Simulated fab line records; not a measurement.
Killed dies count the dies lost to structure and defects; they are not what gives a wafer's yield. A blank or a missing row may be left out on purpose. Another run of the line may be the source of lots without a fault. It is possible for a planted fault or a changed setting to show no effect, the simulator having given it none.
Comparing a struck lot with a sound one    flow nand harc    15 steps out of a route of 1159
Sound: the wafers L843.3, L843.5, L843.6. Struck: wafer L838.6; the same lot's L838.3 was not struck, so it is left out; see the end for the cause.
For every step that has rows: the tool of each side, followed by ch and its chambers, followed by its first start. Under that, the readings that differ: sound wafers    struck wafers    difference of the means    sigmas: that difference in standard deviations of wafers without a fault.
alike: readings whose means differ by less than 2 such deviations, and words and numbers that are the same on both sides. not compared: withheld readings, readings that some wafer has no value for, bounds like >300 that may hide the same value, and numbers for which the record gives no deviation and whose values overlap.
A row with sigmas, a row that says differs or no value, or rows on one side alone: a step with any of these is where the two part. Numbers that have no deviation but don't overlap get no sigmas and don't part them. A reading that every wafer of one side lacks parts them only if that side has two wafers or more.

first, 7 steps without rows for these wafers: NHARC_A_BLC_COAT_03 (time 65 s); NHARC_A_BLC_COAT_04 (resist thk 90 nm); NHARC_A_BLC_SOFTBAKE_05 (time 55 s); NHARC_A_BLC_EBR_06; NHARC_A_BLC_EXPOSE_07 (exposes mask A BLC, target cd 100 nm); NHARC_A_BLC_PEB_08 (peb time 65 s); NHARC_A_BLC_DEVELOP_09 (develop time 35 s).
NHARC_A_BLC_CD_MEAS_10 targets a cd of 100 nm.
  sound on cd sem-01 ch 0, day 23 01:02; struck on cd sem-01 ch 0, day 22 11:23
  alike: cd nm
NHARC_A_BLC_OVL_MEAS_11:
  struck on overlay-01, day 22 11:28; sound on overlay-01, day 23 01:07
  alike: overlay x nm, overlay y nm
NHARC_A_BLC_INSPECT_12:
  struck on defect inspect-02, day 22 11:30; sound on defect inspect-01, day 23 01:10
  alike: raw defect count
NHARC_A_BLC_DESCUM_15: chemistry O2, time 3 s.
  sound on rie diel-01 ch 1,2, day 23 01:14; struck on rie diel-11 ch 2, day 22 11:34
  alike: drypump motor current A, oes product au, rf vpp V, showerhead plenum p Torr, throttle valve pct
  not compared: rf hours counter h
NHARC_A_BLC_ETCH_16: etches the open film in CF4, target depth 39 nm, time 65 s.
  sound on rie diel-01 ch 0,3, day 23 01:19; struck on rie diel-11 ch 1, day 22 11:38
  alike: bias w, drypump motor current A, oes product au, rf vpp V, run length s, showerhead plenum p Torr, throttle valve pct
  not compared: rf hours counter h
NHARC_A_BLC_ETCH_17: etches the open film in N2/H2, target depth 390 nm, time 609.38 s.
  sound on rie diel-01 ch 2,3, day 23 01:26; struck on rie diel-11 ch 0, day 22 11:47
reading                          sound              struck  difference  sigmas
run length s (s)                 630.4 630.4 630.9  510.5   -120.1      -99 or more
showerhead plenum p Torr (Torr)  2.08 2.08 2.16     1.95    -0.16       -2
  alike: drypump motor current A, oes product au, rf vpp V, throttle valve pct
  not compared: bias w, rf hours counter h
NHARC_A_BLC_ETCH_18: etches the open film in C4F8/O2/Ar, target depth 910 nm.
  sound: rie diel-01 ch 0,1,3; struck: rie diel-11 ch 2
  alike: bias w, oes product au, rf vpp V
  not compared: rf hours counter h
-- record jumps: 2 days between struck wafers' starts before vs after; left off in module A_BLC, resumes in module END, first step shown is number 1159 of the route --
NHARC_END_SORT_01:
  the record has rows for the struck wafers here (prober-01 ch 0, day 24 18:13) and none for the sound ones

== WHERE THEY PART ==
First at NHARC_A_BLC_ETCH_17; last, within this record, at NHARC_END_SORT_01.

WHY: the cause the simulator had injected
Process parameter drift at NHARC_A_BLC_ETCH_17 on rie diel-11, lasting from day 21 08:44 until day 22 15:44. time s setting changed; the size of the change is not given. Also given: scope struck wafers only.
